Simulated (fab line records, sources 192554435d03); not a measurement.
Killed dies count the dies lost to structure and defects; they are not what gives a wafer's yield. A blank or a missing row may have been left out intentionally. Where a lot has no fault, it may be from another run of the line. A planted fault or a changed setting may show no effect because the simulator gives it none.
Split-lot study | flow n5Finfet | 21 wafers read across 7 lots, on a route 1938 steps long

== THE SPLIT ITSELF ==
At N5_BEOL_M1_PECVD_72 (deposits SiO2 from TEOS/O2, target thk 16 nm, time 18 s), the setting timeS was moved away from the recipe's 18 s on 8 of the 21 wafers read, by +3.9% to +13.3%. For the rest of the wafers, this setting stayed at what the recipe calls for.

The split's own step is where the reading is taken.

== THE READING ==
SiO2_of_BEOL_M1_PECVD_72.thkNm (the simulator's own value, which no gauge read), in nm, at N5_BEOL_M1_PECVD_72 (deposits SiO2 from TEOS/O2, target thk 16 nm, time 18 s). The file gives no usual value for it. Here, 13 wafers ran the recipe; their average is 16.1 nm with a standard deviation of 0.24 nm.

wafer  | tool, chamber at the split | timeS as run, s | against the recipe | SiO2_of_BEOL_M1_PECVD_72.thkNm, nm | against lot-mates on the recipe
L074.1 | pecvd-01, 2                | 19.16           | +6.4%              | 16.6                               | +0.2
L074.4 | pecvd-01, 0                | 18              | recipe             | 16.4                               | -
L074.6 | pecvd-01, 2                | 19.16           | +6.4%              | 17                                 | +0.6
L078.1 | pecvd-03, 0                | 18              | recipe             | 16                                 | -
L078.2 | pecvd-03, 2                | 18              | recipe             | 15.8                               | -
L078.6 | pecvd-03, 0                | 18              | recipe             | 16.4                               | -
L079.1 | pecvd-04, 1                | 18              | recipe             | 15.6                               | -
L079.2 | pecvd-04, 0                | 20.24           | +12.4%             | 18                                 | +2.2
L079.6 | pecvd-04, 0                | 18              | recipe             | 16                                 | -
L085.1 | pecvd-03, 1                | 18              | recipe             | 16.2                               | -
L085.3 | pecvd-03, 0                | 18              | recipe             | 16.4                               | -
L085.5 | pecvd-03, 0                | 18.7            | +3.9%              | 17                                 | +0.7
L093.1 | pecvd-01, 0                | 20.09           | +11.6%             | 17.6                               | +1.6
L093.4 | pecvd-01, 1                | 20.09           | +11.6%             | 18                                 | +2.0
L093.6 | pecvd-01, 0                | 18              | recipe             | 16                                 | -
L094.4 | pecvd-04, 0                | 18              | recipe             | 16.2                               | -
L094.5 | pecvd-04, 2                | 18              | recipe             | 16                                 | -
L094.6 | pecvd-04, 1                | 18              | recipe             | 15.8                               | -
L095.1 | pecvd-01, 2,0              | 20.39           | +13.3%             | 17.8                               | +1.6
L095.2 | pecvd-01, 2,0              | 20.39           | +13.3%             | 17.8                               | +1.6
L095.6 | pecvd-01, 1                | 18              | recipe             | 16.2                               | -
The file does not say which wafer passed through which chamber wherever a row lists several chambers: such a row stands for several wafers.

FIT RESULTS
A straight line over all 21 wafers: SiO2_of_BEOL_M1_PECVD_72.thkNm changes by +0.139 nm for each +1% of timeS; r = +0.95; the points scatter about the line by 0.25 nm.
The same after taking each lot's own level away (the mean of its wafers on the recipe; 21 wafers): +0.138 nm for each +1%; r = +0.94; scatter 0.28 nm.
The reading moves by 1.8 nm for the largest change in timeS, on that fit.
The span of the lots' own levels, 15.80 to 16.40 nm, comes to 2.5 times the standard deviation stated above.
So the lot-to-lot level changes the slope little: the two slopes agree.
Check: +1.87 nm against its lot-mates is what the line predicts for one of the wafers moved furthest among these (+13.3%) when that wafer is left out of the fit. It came out at +1.6 nm against them.

== ADDITIONAL SPLITS CARRIED BY THESE WAFERS ==
Before the reading, these wafers also passed through other splits. Each is held against what the fit with the lots' levels taken away leaves over:
other split on the same wafers | wafers away from the commonest value | r with SiO2_of_BEOL_M1_PECVD_72.thkNm (lot level and that fit taken away)
N5_BEOL_M1_ILD_DEP_00 timeS    | 10                                   | +0.01

== FILE'S OWN FIT ==
SiO2_of_BEOL_M1_PECVD_72.thkNm changes by +0.143 nm for each +1% of timeS, r = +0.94.
